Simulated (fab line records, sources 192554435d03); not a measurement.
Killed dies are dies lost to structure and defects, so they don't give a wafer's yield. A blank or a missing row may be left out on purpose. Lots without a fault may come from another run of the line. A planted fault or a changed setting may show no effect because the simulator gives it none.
fab line records | flow n5_finfet
record lots=7 wafers=21
route steps=1938 shown BEOL_M0_SAQP@686 BEOL_M0_CUTY@701 BEOL_M0@715 BEOL_M1@754
start_h: hours from the record's first day to the start of the lot's first wafer shown | wait_h: hours since the lot's step before | " the same as in the row above | L1.1+2: a row that stands for several wafers | - no value, or no start given | * or withheld: withheld | < > ~ a bound
route shown NAME@n: a module of which the file shows steps, and the number in the route of the first | usual: mean/standard deviation of fault-free wafers | same: alike in all rows | chamber/n: place in a boat | sites: the reading at each site | _std_site: their standard deviation | _edge_site: outer sites' mean less inner sites' | radius_mm: how far each site lies from the wafer's centre | mask NAME#n: copy n | behind: the tool/chamber that last shaped the wafer | hold: why the lot was held/for how many hours/how that ended | device: the transistor (n, p or np) that didn't switch | end of line: the same wafers' tests at the end of the route | a step without rows: its recipe alone | killed: dies lost to structure and defects at the first sort, not the wafer's yield | map: a wafer's dies, x killed, . not, _ none there
set.NAME: the setting as run; set.NAME@STEP: as run at that earlier step | model.NAME: the simulator's own value behind a step, which no gauge read
lots whose settings were changed on purpose; a table a step, a row a wafer
## steps
# step N5_BEOL_M0_SAQP_EXPOSE_37
# recipe mask_id=M0_CUT1 na=0.33 source_shape=annular sigma_inner=0.35 sigma_outer=0.8 polarization=unpolarized target_cd_nm=30 dose_mj=44.75
# columns lot.wafer tool chamber start_h wait_h mask set.dose_mj
L074.2+4 euv_scanner-02 0 116.41 - M0_CUT1#0 44.75
L074.3 " 0 " " M0_CUT1#0 42.96
L076.1 euv_scanner-01 0 123.18 - M0_CUT1#0 45.7
L076.2+5 " 0 " " M0_CUT1#0 44.75
L084.3+5 euv_scanner-02 0 173.98 - M0_CUT1#0 44.75
L084.6 " 0 " " M0_CUT1#0 48.03
L085.1+5+6 euv_scanner-02 0 180.58 - M0_CUT1#0 44.75
L092.1+3 euv_scanner-01 0 221.51 - M0_CUT1#0 44.75
L092.2 " 0 " " M0_CUT1#0 41.7
L093.2+3 euv_scanner-02 0 228.96 - M0_CUT1#0 45.61
L093.4 " 0 " " M0_CUT1#0 44.75
L091.1 euv_scanner-01 0 253.22 - M0_CUT1#0 47.77
L091.5+6 " 0 " " M0_CUT1#0 44.75
# step N5_BEOL_M0_SAQP_PEB_38
# recipe peb_temp_c=100 peb_time_s=60 resist=CAR-EUV
# step N5_BEOL_M0_SAQP_DEVELOP_39
# recipe develop_time_s=30 developer=TMAH resist=CAR-EUV rinse_liquid=surfactant_rinse dry=air_spin dev_temp_c=23
# step N5_BEOL_M0_SAQP_CD_MEAS_40
# recipe target_cd_nm=30 landing_energy_ev=500 detector=se_inlens
# usual cd_nm=30.04/0.23
# columns lot.wafer tool chamber start_h wait_h set.dose_mj@BEOL_M0_SAQP_EXPOSE_37 cd_nm
L074.2 cd_sem-01 0 116.54 - 44.75 30.13
L074.3 " 0 " " 42.96 29.25
L074.4 " 0 " " 44.75 30.13
L076.1 cd_sem-03 0 123.31 - 45.7 30.32
L076.2 " 0 " " 44.75 30.16
L076.5 " 0 " " 44.75 29.95
L084.3 cd_sem-01 0 174.10 - 44.75 30.00
L084.5 " 0 " " 44.75 30.01
L084.6 " 0 " " 48.03 31.81
L085.1 cd_sem-01 0 180.72 - 44.75 29.94
L085.5 " 0 " " 44.75 29.74
L085.6 " 0 " " 44.75 29.79
L092.1 cd_sem-02 0 221.65 - 44.75 29.89
L092.2 " 0 " " 41.7 28.02
L092.3 " 0 " " 44.75 30.46
L093.2 cd_sem-03 0 229.09 - 45.61 30.73
L093.3 " 0 " " 45.61 30.36
L093.4 " 0 " " 44.75 29.99
L091.1 cd_sem-01 0 253.36 - 47.77 31.37
L091.5 " 0 " " 44.75 29.85
L091.6 " 0 " " 44.75 29.82
# step N5_BEOL_M0_SAQP_DESCUM_45
# recipe chemistry=O2 time_s=7 source_power_w=50 bias_power_w=20 pressure_mtorr=20 rf_frequency_hz=2.712e+07 temp_c=40 resist=CAR-EUV o2_flow_sccm=225
# columns lot.wafer tool chamber start_h wait_h set.dose_mj@BEOL_M0_SAQP_EXPOSE_37 model.BEOL_M0_SAQP.cd_nm
L074.2+4 rie_diel-06 3,0 116.66 0.0 44.75 30
L074.3 " 1 " " 42.96 29
L076.1 rie_diel-05 1 123.44 0.0 45.7 30.6
L076.2 " 0 " " 44.75 30
L076.5 " 2 " " 44.75 30.4
L084.3 rie_diel-05 0 174.45 0.3 44.75 30
L084.5 " 2 " " 44.75 30.2
L084.6 " 0 " " 48.03 31.6
L085.1+5 rie_diel-06 3 181.59 0.8 44.75 29.8
L085.6 " 0 " " 44.75 29.6
L092.1 rie_diel-05 3 221.86 0.1 44.75 30.2
L092.2 " 2 " " 41.7 28.6
L092.3 " 0 " " 44.75 30
L093.2 rie_diel-03 2 229.21 0.0 45.61 30.4
L093.3 " 3 " " 45.61 30.2
L093.4 " 0 " " 44.75 29.8
L091.1 rie_diel-05 3 253.48 0.0 47.77 31.4
L091.5 " 3 " " 44.75 30
L091.6 " 0 " " 44.75 29.8
# step N5_BEOL_M0_SAQP_ETCH_88
# recipe chemistry=N2/H2 target=underlayer target_depth_a=65 time_s=5.2 ion_energy_ev=200 mask_material=CAR-EUV pressure_mtorr=30 source_w=840 bias_w=150 n2_flow_sccm=200 h2_flow_sccm=200 ends=cleared
# step N5_BEOL_M0_SAQP_ETCH_73
# recipe chemistry=CF4 target=SiARC target_depth_a=195 mask_material=CAR-EUV time_s=32.5 ion_energy_ev=80 pressure_mtorr=40 source_w=545 bias_w=36 Ar_flow_sccm=100 cf4_flow_sccm=100 ends=cleared
# columns lot.wafer tool chamber start_h wait_h set.dose_mj@BEOL_M0_SAQP_EXPOSE_37 model.BEOL_M0_SAQP.cd_nm
L074.2 rie_diel-06 3 116.71 0.0 44.75 30
L074.3 " 1 " " 42.96 29.2
L074.4 " 0 " " 44.75 29.8
L076.1 rie_diel-05 1 123.49 0.0 45.7 30.4
L076.2 " 0 " " 44.75 30
L076.5 " 2 " " 44.75 30.4
L084.3+5 rie_diel-05 0,2 174.50 0.0 44.75 30
L084.6 " 0 " " 48.03 31.6
L085.1+5 rie_diel-06 3 181.65 0.0 44.75 29.8
L085.6 " 0 " " 44.75 29.6
L092.1 rie_diel-05 3 221.92 0.0 44.75 30.2
L092.2 " 2 " " 41.7 28.8
L092.3 " 0 " " 44.75 30
L093.2 rie_diel-03 2 229.26 0.0 45.61 30.4
L093.3 " 3 " " 45.61 30
L093.4 " 0 " " 44.75 29.6
L091.1 rie_diel-05 3 253.53 0.0 47.77 31.4
L091.5+6 " 3,0 " " 44.75 29.8
# step N5_BEOL_M0_SAQP_CUT_ETCH_46
# recipe chemistry=N2/H2 target=SOC target_depth_a=1350 overetch_a=270 temp_c=40 time_s=202.5 ion_energy_ev=200 mask_material=SiARC pressure_mtorr=30 source_w=840 bias_w=150 n2_flow_sccm=200 h2_flow_sccm=200
# columns lot.wafer tool chamber start_h wait_h set.dose_mj@BEOL_M0_SAQP_EXPOSE_37 model.BEOL_M0_SAQP.cd_nm
L074.2+4 rie_diel-06 3,0 116.74 0.0 44.75 29.8
L074.3 " 1 " " 42.96 29.6
L076.1 rie_diel-05 1 123.52 0.0 45.7 30.6
L076.2 " 0 " " 44.75 30.4
L076.5 " 2 " " 44.75 30.6
L084.3 rie_diel-05 0 174.54 0.0 44.75 29.8
L084.5 " 2 " " 44.75 30
L084.6 " 0 " " 48.03 31.6
L085.1 rie_diel-06 3 181.68 0.0 44.75 29.6
L085.5 " 3 " " 44.75 29.4
L085.6 " 0 " " 44.75 29.2
L092.1+3 rie_diel-05 3,0 221.95 0.0 44.75 30.4
L092.2 " 2 " " 41.7 29
L093.2 rie_diel-03 2 229.30 0.0 45.61 30.4
L093.3 " 3 " " 45.61 29.8
L093.4 " 0 " " 44.75 29.8
L091.1 rie_diel-05 3 253.56 0.0 47.77 31.2
L091.5+6 " 3,0 " " 44.75 29.8
# step N5_BEOL_M0_SAQP_STRIP_74
# recipe chemistry=N2/H2 temp_c=40 n2_flow_sccm=200 h2_flow_sccm=200 rf_frequency_hz=6e+07
# step N5_BEOL_M0_SAQP_STRIP_89
# recipe chemistry=N2/H2 temp_c=40 n2_flow_sccm=200 h2_flow_sccm=200 rf_frequency_hz=6e+07
# step N5_BEOL_M0_SAQP_ALD_48
# recipe material=SiO2 target_thk_a=200 temp_c=100 ald_precursor_family=BDEAS ald_co_reactant=O2-plasma pulse_time_s=1 co_reactant_pulse_time_s=1 purge_time_s=2 co_reactant_purge_time_s=2 ald_cycles=139 pressure_torr=2
# step N5_BEOL_M0_SAQP_ETCH_49
# recipe chemistry=CF4/O2 target_depth_a=370 target=SiO2 pressure_mtorr=40 source_w=535 bias_w=49 Ar_flow_sccm=100 cf4_flow_sccm=100 O2_flow_sccm=10 ion_energy_ev=100
# columns lot.wafer tool chamber start_h wait_h set.dose_mj@BEOL_M0_SAQP_EXPOSE_37 model.BEOL_M0_SAQP.cd_nm
L074.2+4 rie_diel-03 2,3 117.47 0.3 44.75 29.6
L074.3 " 0 " " 42.96 29.6
L076.1 rie_diel-03 2 124.25 0.3 45.7 30.6
L076.2 " 3 " " 44.75 30.4
L076.5 " 1 " " 44.75 30.6
L084.3+5 rie_diel-05 1,2 175.35 0.4 44.75 30
L084.6 " 1 " " 48.03 31.8
L085.1 rie_diel-06 3 182.78 0.5 44.75 29.6
L085.5 " 2 " " 44.75 29.4
L085.6 " 1 " " 44.75 29.2
L092.1+3 rie_diel-06 0,1 223.13 0.4 44.75 30.4
L092.2 " 3 " " 41.7 29
L093.2 rie_diel-05 0 230.02 0.3 45.61 30.4
L093.3 " 3 " " 45.61 29.8
L093.4 " 1 " " 44.75 29.8
L091.1 rie_diel-06 2 254.56 0.3 47.77 31
L091.5 " 1 " " 44.75 29.8
L091.6 " 0 " " 44.75 30
# step N5_BEOL_M0_SAQP_STRIP_75
# recipe chemistry=CF4 resist=SiARC power_w=300 bias_power_w=75 pressure_mtorr=50 cf4_flow_sccm=150 rf_frequency_hz=6e+07
# step N5_BEOL_M0_CUTY_COAT_50
# recipe resist=SiARC temp_c=220 time_s=60 spin_rpm=1500 resist_thk_nm=15
# step N5_BEOL_M0_CUTY_STRIP_64
# recipe chemistry=N2/H2 temp_c=40 n2_flow_sccm=200 h2_flow_sccm=200 rf_frequency_hz=6e+07
# step N5_BEOL_M0_ETCH_138
# recipe chemistry=CH3F/O2 target_depth_a=120 target=SiCN time_s=31.6 ion_energy_ev=120 pressure_mtorr=30 source_w=395 bias_w=75 Ar_flow_sccm=150 CH3F_flow_sccm=30 O2_flow_sccm=20 ends=cleared
# step N5_BEOL_M0_HM_OPEN_105
# recipe chemistry=Cl2/BCl3 target_depth_a=120 target=TiN ion_energy_ev=150 pressure_mtorr=10 icp_w=1000 bias_w=126 Cl2_flow_sccm=53.25 bcl3_flow_sccm=21.75 Ar_flow_sccm=25
# columns lot.wafer tool chamber start_h wait_h set.target_thk_a@BEOL_M0_SAQP_SPACER2_ALD_26 model.SiO2_of_BEOL_M0_SAQP_SPACER2_ALD_26.thk_nm
L074.2 rie_metal-02 1 120.21 1.8 150 2.8
L074.3 " 0 " " 150 2.6
L074.4 " 1 " " 164.5 3.8
L076.1 rie_metal-01 1 126.02 1.0 135 1.6
L076.2 " 1 " " 135 1.8
L076.5 " 1 " " 150 2.6
L084.3 rie_metal-03 0 177.92 1.8 150 2.8
L084.5+6 " 0,1 " " 164.7 4.2
L085.1 rie_metal-01 0 188.78 4.1 150 2.6
L085.5+6 " 0,1 " " 150 2.8
L092.1 rie_metal-02 1 225.45 1.6 165.3 4.2
L092.2+3 " 0,1 " " 150 2.6
L093.2 rie_metal-01 1 231.86 1.0 150 3
L093.3 " 0 " " 150 2.8
L093.4 " 1 " " 169.5 5
L091.1+6 rie_metal-01 1,0 257.75 2.5 150 2.8
L091.5 " 1 " " 141.8 2
# step N5_BEOL_M1_HM_DEP_02
# recipe material=TiN target_thk_a=200 temp_c=25 chamber_pressure_pa=0.49996
# columns lot.wafer tool chamber start_h wait_h set.target_thk_a model.TiN_of_BEOL_M1_HM_DEP_02.thk_nm
L074.2 pvd_sputter-03 - 125.52 1.3 200 19.8
L074.3 " - " " 190.8 18.6
L074.4 " - " " 190.8 19
L076.1 pvd_sputter-01 - 132.55 2.0 200 20.2
L076.2 " - " " 216 21.6
L076.5 " - " " 216 21.8
L084.3 pvd_sputter-01 - 182.94 0.5 221.2 22.6
L084.5 " - " " 221.2 22.8
L084.6 " - " " 200 20.6
L085.1+5+6 pvd_sputter-03 - 197.70 2.4 200 19.8
L092.1+2+3 pvd_sputter-02 - 232.57 0.9 200 19.8
L093.2 pvd_sputter-01 - 236.34 0.2 177.6 17.8
L093.3 " - " " 177.6 18.2
L093.4 " - " " 200 20.2
L091.1 pvd_sputter-01 - 263.13 1.3 192 18.8
L091.5 " - " " 200 19.8
L091.6 " - " " 200 19.6
# step N5_BEOL_M1_COAT_62
# recipe resist=SiARC temp_c=220 time_s=60 spin_rpm=1500 resist_thk_nm=12
# columns lot.wafer tool chamber start_h wait_h set.spin_rpm model.SiARC_of_BEOL_M1_COAT_62.thk_nm
L074.2+4 litho_track-02 0 - - 1500 12
L074.3 " 0 " " 1357 12.6
L076.1 litho_track-02 0 - - 1500 12
L076.2+5 " 0 " " 1374 12.6
L084.3+5 litho_track-02 0 - - 1410 12.4
L084.6 " 0 " " 1500 12
L085.1+5+6 litho_track-02 0 - - 1500 12
L092.1+3 litho_track-01 0 - - 1602 11.6
L092.2 " 0 " " 1500 12
L093.2+4 litho_track-01 0 - - 1339 12.8
L093.3 " 0 " " 1500 12
L091.1 litho_track-05 0 - - 1500 12
L091.5+6 " 0 " " 1598 11.6
# step N5_BEOL_M1_COAT_73
# recipe resist=underlayer temp_c=205 time_s=60 spin_rpm=1500 resist_thk_nm=5
# step N5_BEOL_M1_COAT_05
# recipe resist=CAR-EUV spin_rpm=1500 resist_thk_nm=30
# step N5_BEOL_M1_DESCUM_16
# recipe chemistry=O2 time_s=7 source_power_w=50 bias_power_w=20 pressure_mtorr=20 rf_frequency_hz=2.712e+07 temp_c=40 resist=CAR-EUV o2_flow_sccm=225
# step N5_BEOL_M1_ETCH_74
# recipe chemistry=N2/H2 target=underlayer target_depth_a=65 mask_material=CAR-EUV time_s=5.2 ion_energy_ev=200 pressure_mtorr=30 source_w=840 bias_w=150 n2_flow_sccm=200 h2_flow_sccm=200 ends=cleared
# step N5_BEOL_M1_ETCH_63
# recipe chemistry=CF4 target=SiARC target_depth_a=156 mask_material=CAR-EUV time_s=26 ion_energy_ev=80 pressure_mtorr=40 source_w=545 bias_w=36 Ar_flow_sccm=100 cf4_flow_sccm=100 ends=cleared
# columns lot.wafer tool chamber start_h wait_h set.spin_rpm@BEOL_M1_COAT_62 model.CAR-EUV_of_BEOL_M1_COAT_05.thk_nm model.etch.depth_nm
L074.2 rie_diel-03 0 126.12 0.0 1500 11.2 12
L074.3 " 2 " " 1357 10.6 12.61
L074.4 " 1 " " 1500 11.2 12.01
L076.1 rie_diel-03 0 133.36 0.0 1500 11 12
L076.2 " 3 " " 1374 10.6 12.52
L076.5 " 0 " " 1374 10.6 12.5
L084.3 rie_diel-06 0 184.92 0.0 1410 11 12.33
L084.5 " 2 " " 1410 11 12.35
L084.6 " 3 " " 1500 11.4 11.97
L085.1 rie_diel-03 1 198.71 0.0 1500 11 12.03
L085.5 " 1 " " 1500 11.2 11.99
L085.6 " 2 " " 1500 11.2 11.98
L092.1 rie_diel-03 2 233.26 0.0 1602 11.6 11.6
L092.2 " 1 " " 1500 11.2 11.99
L092.3 " 0 " " 1602 11.6 11.62
L093.2 rie_diel-05 3 237.02 0.0 1339 10.6 12.74
L093.3 " 0 " " 1500 11.2 12.02
L093.4 " 1 " " 1339 10.6 12.72
L091.1 rie_diel-06 1 263.86 0.0 1500 11.2 12.02
L091.5 " 0 " " 1598 11.4 11.64
L091.6 " 1 " " 1598 11.4 11.62
# step N5_BEOL_M1_ETCH_64
# recipe chemistry=N2/H2 target=SOC target_depth_a=750 overetch_a=150 mask_material=SiARC temp_c=40 time_s=112.5 ion_energy_ev=200 pressure_mtorr=30 source_w=840 bias_w=150 n2_flow_sccm=200 h2_flow_sccm=200
# columns lot.wafer tool chamber start_h wait_h set.spin_rpm@BEOL_M1_COAT_62 model.SiARC_of_BEOL_M1_COAT_62.thk_nm
L074.2 rie_diel-03 0 126.15 0.0 1500 6.6
L074.3 " 2 " " 1357 7.6
L074.4 " 1 " " 1500 6.8
L076.1 rie_diel-03 0 133.39 0.0 1500 6.8
L076.2 " 3 " " 1374 7.4
L076.5 " 0 " " 1374 7.2
L084.3 rie_diel-06 0 184.95 0.0 1410 7.2
L084.5 " 2 " " 1410 7
L084.6 " 3 " " 1500 7
L085.1+5 rie_diel-03 1 198.74 0.0 1500 6.8
L085.6 " 2 " " 1500 7
L092.1 rie_diel-03 2 233.29 0.0 1602 6.6
L092.2 " 1 " " 1500 6.8
L092.3 " 0 " " 1602 6.4
L093.2 rie_diel-05 3 237.05 0.0 1339 7.4
L093.3 " 0 " " 1500 6.8
L093.4 " 1 " " 1339 7.6
L091.1 rie_diel-06 1 263.89 0.0 1500 6.8
L091.5+6 " 0,1 " " 1598 6.4
# step N5_BEOL_M1_STRIP_65
# recipe chemistry=N2/H2 temp_c=40 n2_flow_sccm=200 h2_flow_sccm=200 rf_frequency_hz=6e+07
# step N5_BEOL_M1_STRIP_75
# recipe chemistry=N2/H2 temp_c=40 n2_flow_sccm=200 h2_flow_sccm=200 rf_frequency_hz=6e+07
# step N5_BEOL_M1_STRIP_66
# recipe chemistry=CF4 resist=SiARC power_w=300 bias_power_w=75 pressure_mtorr=50 cf4_flow_sccm=150 rf_frequency_hz=6e+07
# step N5_BEOL_M1_HM_OPEN_17
# recipe chemistry=Cl2/BCl3 target_depth_a=200 overetch_a=60 target=TiN mask_material=SOC ion_energy_ev=150 pressure_mtorr=10 icp_w=1000 bias_w=126 Cl2_flow_sccm=53.25 bcl3_flow_sccm=21.75 Ar_flow_sccm=25
# columns lot.wafer tool chamber start_h wait_h set.target_thk_a@BEOL_M1_HM_DEP_02 model.etch.depth_nm
L074.2 rie_metal-02 0 126.32 0.0 200 19.73
L074.3 " 0 " " 190.8 18.64
L074.4 " 1 " " 190.8 19.01
L076.1 rie_metal-02 1 133.56 0.0 200 20.17
L076.2 " 0 " " 216 21.63
L076.5 " 1 " " 216 21.79
L084.3 rie_metal-02 0 185.15 0.1 221.2 22.65
L084.5 " 0 " " 221.2 22.72
L084.6 " 1 " " 200 20.51
L085.1 rie_metal-03 0 198.91 0.0 200 19.73
L085.5 " 0 " " 200 19.75
L085.6 " 1 " " 200 19.72
L092.1 rie_metal-01 1 233.47 0.0 200 19.73
L092.2 " 0 " " 200 19.83
L092.3 " 0 " " 200 19.85
L093.2 rie_metal-03 0 237.22 0.0 177.6 17.78
L093.3 " 0 " " 177.6 18.1
L093.4 " 1 " " 200 20.15
L091.1 rie_metal-01 1 264.06 0.0 192 18.88
L091.5 " 0 " " 200 19.74
L091.6 " 1 " " 200 19.64
# step N5_BEOL_M1_STRIP_19
# recipe chemistry=O2 power_w=400 temp_c=40 pressure_mtorr=30 rf_frequency_hz=6e+07 bias_power_w=0 overash_fraction=0.2 o2_flow_sccm=225
# step N5_BEOL_M1_STRIP_83
# recipe chemistry=C4F6/O2 resist=SiARC rf_frequency_hz=6e+07
# step N5_BEOL_M1_STRIP_36
# recipe chemistry=N2/H2 power_w=450 temp_c=40 pressure_mtorr=20 rf_frequency_hz=6e+07 overash_fraction=0.3 bias_power_w=7 h2_frac=0.5 n2_flow_sccm=200 h2_flow_sccm=200
# step N5_BEOL_M1_TRENCH_ETCH_37
# recipe chemistry=C4F6/O2 target_depth_a=552.07 target=SiOC time_s=29 ion_energy_ev=250 pressure_mtorr=30 source_w=355 bias_w=185 Ar_flow_sccm=300 C4F6_flow_sccm=10 O2_flow_sccm=10
# columns lot.wafer tool chamber start_h wait_h set.target_thk_a@BEOL_M1_HM_DEP_02 model.TiN_of_BEOL_M1_HM_DEP_02.thk_nm
L074.2 rie_diel-05 2 - - 200 17.4
L074.3 " 1 " " 190.8 16.4
L074.4 " 0 " " 190.8 16.6
L076.1 rie_diel-05 2 - - 200 17.8
L076.2+5 " 0,2 " " 216 19.4
L084.3+5 rie_diel-06 3,0 - - 221.2 20.4
L084.6 " 1 " " 200 18.2
L085.1+6 rie_diel-03 0,3 - - 200 17.4
L085.5 " 2 " " 200 17.6
L092.1+2 rie_diel-05 2,1 - - 200 17.4
L092.3 " 0 " " 200 17.6
L093.2 rie_diel-03 0 - - 177.6 15.4
L093.3 " 3 " " 177.6 15.8
L093.4 " 2 " " 200 18
L091.1 rie_diel-05 0 - - 192 16.6
L091.5 " 1 " " 200 17.4
L091.6 " 0 " " 200 17.2
# step N5_BEOL_M1_SPUTTER_81
# recipe material=Cu target_thk_a=45 temp_c=-20 chamber_pressure_pa=0.07 power_w=withheld time_s=8.29
# columns lot.wafer tool chamber start_h wait_h set.time_s model.Cu_of_BEOL_M1_SPUTTER_81.thk_nm
L074.2 pvd_sputter-02 - 131.88 0.1 9.478 -
L074.3 " - " " 8.29 4.4
L074.4 " - " " 9.478 5.2
L076.1+5 pvd_sputter-02 - 141.16 0.1 8.29 4.4
L076.2 " - " " 8.29 4.6
L084.3+5+6 pvd_sputter-03 - 196.22 0.1 8.29 4.6
L085.1+5 pvd_sputter-03 - 202.98 0.1 8.29 4.4
L085.6 " - " " 8.29 4.6
L092.1 pvd_sputter-03 - 236.98 0.1 7.79 -
L092.2 " - " " 7.79 4.2
L092.3 " - " " 8.29 4.6
L093.2 pvd_sputter-01 - 240.71 0.1 7.498 -
L093.3+4 " - " " 7.498 4.2
L091.1+6 pvd_sputter-01 - 275.35 0.1 8.777 -
L091.5 " - " " 8.29 4.4
## key
split step=N5_BEOL_M0_SAQP_EXPOSE_37 setting=dose_mj stated=44.75 by=wafer
response step=N5_BEOL_M0_SAQP_CD_MEAS_40 reading=cd_nm change=+0.256 per=1% r=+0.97
response step=N5_BEOL_M0_SAQP_DESCUM_45 reading=model.BEOL_M0_SAQP.cd_nm change=+0.219 per=1% r=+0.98
response step=N5_BEOL_M0_SAQP_ETCH_73 reading=model.BEOL_M0_SAQP.cd_nm change=+0.21 per=1% r=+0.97
response step=N5_BEOL_M0_SAQP_CUT_ETCH_46 reading=model.BEOL_M0_SAQP.cd_nm change=+0.194 per=1% r=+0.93
response step=N5_BEOL_M0_SAQP_ETCH_49 reading=model.BEOL_M0_SAQP.cd_nm change=+0.182 per=1% r=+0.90
split step=N5_BEOL_M1_HM_DEP_02 setting=target_thk_a stated=200 by=wafer
response step=N5_BEOL_M1_HM_DEP_02 reading=model.TiN_of_BEOL_M1_HM_DEP_02.thk_nm change=+0.198 per=1% r=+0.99
response step=N5_BEOL_M1_HM_OPEN_17 reading=model.etch.depth_nm change=+0.199 per=1% r=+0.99
response step=N5_BEOL_M1_TRENCH_ETCH_37 reading=model.TiN_of_BEOL_M1_HM_DEP_02.thk_nm change=+0.206 per=1% r=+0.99
split step=N5_BEOL_M1_COAT_62 setting=spin_rpm stated=1500 by=wafer
response step=N5_BEOL_M1_COAT_62 reading=model.SiARC_of_BEOL_M1_COAT_62.thk_nm change=-0.0674 per=1% r=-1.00
response step=N5_BEOL_M1_ETCH_63 reading=model.CAR-EUV_of_BEOL_M1_COAT_05.thk_nm change=+0.0547 per=1% r=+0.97
response step=N5_BEOL_M1_ETCH_63 reading=model.etch.depth_nm change=-0.0624 per=1% r=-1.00
response step=N5_BEOL_M1_ETCH_64 reading=model.SiARC_of_BEOL_M1_COAT_62.thk_nm change=-0.0636 per=1% r=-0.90
split step=N5_BEOL_M1_SPUTTER_81 setting=time_s stated=8.29 by=wafer
response step=N5_BEOL_M1_SPUTTER_81 reading=model.Cu_of_BEOL_M1_SPUTTER_81.thk_nm change=+0.0574 per=1% r=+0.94
split outside_this_file step=N5_BEOL_M0_SAQP_SPACER2_ALD_26 setting=target_thk_a
# split outside_this_file: this setting was split too, and the file shows its column; the key of that split is in another file
